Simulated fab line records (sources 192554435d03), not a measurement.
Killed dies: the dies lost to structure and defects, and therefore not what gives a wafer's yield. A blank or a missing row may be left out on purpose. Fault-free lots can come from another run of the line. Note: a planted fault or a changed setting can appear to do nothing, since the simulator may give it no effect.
Matching of chambers    flow n5 finfet    N5_SD_EPI_N_LINER_46 on ald sin-02: 4 sister chambers
The step material SiNx, target thk 3 nm. 4 wafers are shown with their chamber, then 8 later ones without.

== WAFERS PAIRED WITH THEIR CHAMBERS ==
wafer   chamber  heater power outer w (W)
L086.1  0        502
L087.1  2        443
L087.5  1        620
L088.1  3        510

== WAFERS MISSING THEIR CHAMBER ==
wafer   heater power outer w (W)
L088.3  435
L088.6  442
L089.3  445
L089.4  506
L089.6  437
L096.2  493
L096.4  626
L096.6  500

== WHICH CHAMBER EACH ONE RAN IN ==
wafer   from the rows above      in truth
L088.3  2                        2
L088.6  2                        2
L089.3  2                        2
L089.4  can't be placed: 0 or 3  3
L089.6  2                        2
L096.2  can't be placed: 0 or 3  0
L096.4  1                        1
L096.6  can't be placed: 0 or 3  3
Correctly placed: 5 of 8. From these rows, 3 cannot be placed; in 3 the true chamber is one of the candidates. 0 placed wrongly.
How it was worked out, from the rows above alone: a wafer's distance from a chamber is the root of the sum, over the readings, of the square of ((its reading less the chamber's mean) divided by the reading's scatter). If the next closest chamber is less than 2 further off than the closest, the wafer can't be placed; otherwise it belongs to the closest. The mean given for a chamber averages the wafers shown for that chamber. The scatter (one wafer shown for each chamber): square how far every hidden wafer sits from the nearest shown wafer, average those squares and take the square root.
